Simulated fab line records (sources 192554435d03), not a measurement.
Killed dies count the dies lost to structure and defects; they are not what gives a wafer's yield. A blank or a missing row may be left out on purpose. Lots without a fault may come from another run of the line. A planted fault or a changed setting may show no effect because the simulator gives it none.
Split-lot trial | flow n5 finfet | on a route of 1938 steps: 7 lots, 21 wafers read

== THE SPLIT ITSELF ==
At N5_BEOL_M3_COAT_62 (time 60 s, resist thk 12 nm), the setting spin rpm was moved away from the recipe's 1500 rpm on 10 of the 21 wafers read, by -9.9% to +8.1%. For the rest of the wafers, this setting stayed at what the recipe calls for.

== FROM THE SPLIT TO THE READING: what the file shows between them, 5 steps ==
- N5_BEOL_M3_COAT_73: time 60 s, resist thk 5 nm
- N5_BEOL_M3_COAT_05: resist thk 30 nm
- N5_BEOL_M3_DESCUM_16: chemistry O2, time 7 s
- N5_BEOL_M3_ETCH_74: etches underlayer in N2/H2, target depth 6.5 nm, time 5.2 s
- N5_BEOL_M3_ETCH_63: etches SiARC in CF4, target depth 15.6 nm, time 26 s

== THE READING ==
SiARC_of_BEOL_M3_COAT_62.thk nm (the simulator's own value, which no gauge read), in nm, at N5_BEOL_M3_ETCH_64 (etches SOC in N2/H2, target depth 75 nm, overetch 15 nm, time 112.5 s). The file gives no usual value for it. Average 6.9 nm, standard deviation 0.1 nm, over the 11 wafers here run with the recipe.

wafer  | tool, chamber at the split | spin rpm as run, rpm | against the recipe | SiARC_of_BEOL_M3_COAT_62.thk nm, nm | against lot-mates on the recipe
L075.1 | litho track-02, 0          | 1621                 | +8.1%              | 6.4                                 | -0.4
L075.3 | litho track-02, 0          | 1500                 | recipe             | 6.8                                 | -
L075.4 | litho track-02, 0          | 1621                 | +8.1%              | 6.6                                 | -0.2
L081.1 | litho track-02, 0          | 1500                 | recipe             | 6.8                                 | -
L081.2 | litho track-02, 0          | 1555                 | +3.7%              | 6.4                                 | -0.4
L081.6 | litho track-02, 0          | 1555                 | +3.7%              | 6.4                                 | -0.4
L086.3 | litho track-05, 0          | 1356                 | -9.6%              | 7.6                                 | +0.6
L086.6 | litho track-05, 0          | 1356                 | -9.6%              | 7.6                                 | +0.6
L086.5 | litho track-05, 0          | 1500                 | recipe             | 7                                   | -
L090.1 | litho track-02, 0          | 1381                 | -7.9%              | 7.2                                 | +0.4
L090.3 | litho track-02, 0          | 1500                 | recipe             | 6.8                                 | -
L090.6 | litho track-02, 0          | 1381                 | -7.9%              | 7.4                                 | +0.6
L094.1 | litho track-02, 0          | 1351                 | -9.9%              | 7.4                                 | +0.6
L094.3 | litho track-02, 0          | 1351                 | -9.9%              | 7.6                                 | +0.8
L094.5 | litho track-02, 0          | 1500                 | recipe             | 6.8                                 | -
L095.1 | litho track-01, 0          | 1500                 | recipe             | 7                                   | -
L095.2 | litho track-01, 0          | 1500                 | recipe             | 7                                   | -
L095.4 | litho track-01, 0          | 1500                 | recipe             | 7                                   | -
L097.3 | litho track-01, 0          | 1500                 | recipe             | 7                                   | -
L097.6 | litho track-01, 0          | 1500                 | recipe             | 7                                   | -
L097.4 | litho track-01, 0          | 1500                 | recipe             | 6.8                                 | -

THE FIT
A straight line over all 21 wafers: SiARC_of_BEOL_M3_COAT_62.thk nm changes by -0.0636 nm for each +1% of spin rpm; r = -0.93; the points scatter about the line by 0.14 nm.
The same after taking each lot's own level away (the mean of its wafers on the recipe; 21 wafers): -0.0613 nm for each +1%; r = -0.95; scatter 0.11 nm.
Per that fit: largest spin rpm move, reading shift of 0.61 nm.
From 6.80 to 7.00 nm: that is the span of the lots' own levels, equal to 2.0 times the standard deviation above.
The two slopes are in agreement: the lot-to-lot level therefore moves the slope only a little.
Check: +0.626 nm against its lot-mates is what the line predicts for one of the wafers moved furthest among these (-9.9%) when that wafer is left out of the fit. It came out at +0.6 nm against them.

== THE WHOLE CHAIN: every reading that the file lists as answering this split, in the file's order ==
step               | what it does                                                          | reading                                                                            | change (the file's fit)                | r (the file's)
N5_BEOL_M3_COAT_62 | time 60 s, resist thk 12 nm                                           | SiARC_of_BEOL_M3_COAT_62.thk nm (the simulator's own value, which no gauge read)   | -0.0615 nm for each +1% of the setting | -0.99
N5_BEOL_M3_ETCH_63 | etches SiARC in CF4, target depth 15.6 nm, time 26 s                  | etch.depth nm (the simulator's own value, which no gauge read)                     | -0.0629 nm for each +1% of the setting | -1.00
N5_BEOL_M3_ETCH_63 | etches SiARC in CF4, target depth 15.6 nm, time 26 s                  | CAR-EUV_of_BEOL_M3_COAT_05.thk nm (the simulator's own value, which no gauge read) | +0.0474 nm for each +1% of the setting | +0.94
N5_BEOL_M3_ETCH_64 | etches SOC in N2/H2, target depth 75 nm, overetch 15 nm, time 112.5 s | SiARC_of_BEOL_M3_COAT_62.thk nm (the simulator's own value, which no gauge read)   | -0.0619 nm for each +1% of the setting | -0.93

== FILE'S OWN FIT ==
SiARC_of_BEOL_M3_COAT_62.thk nm changes by -0.0619 nm for each +1% of spin rpm, r = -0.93.
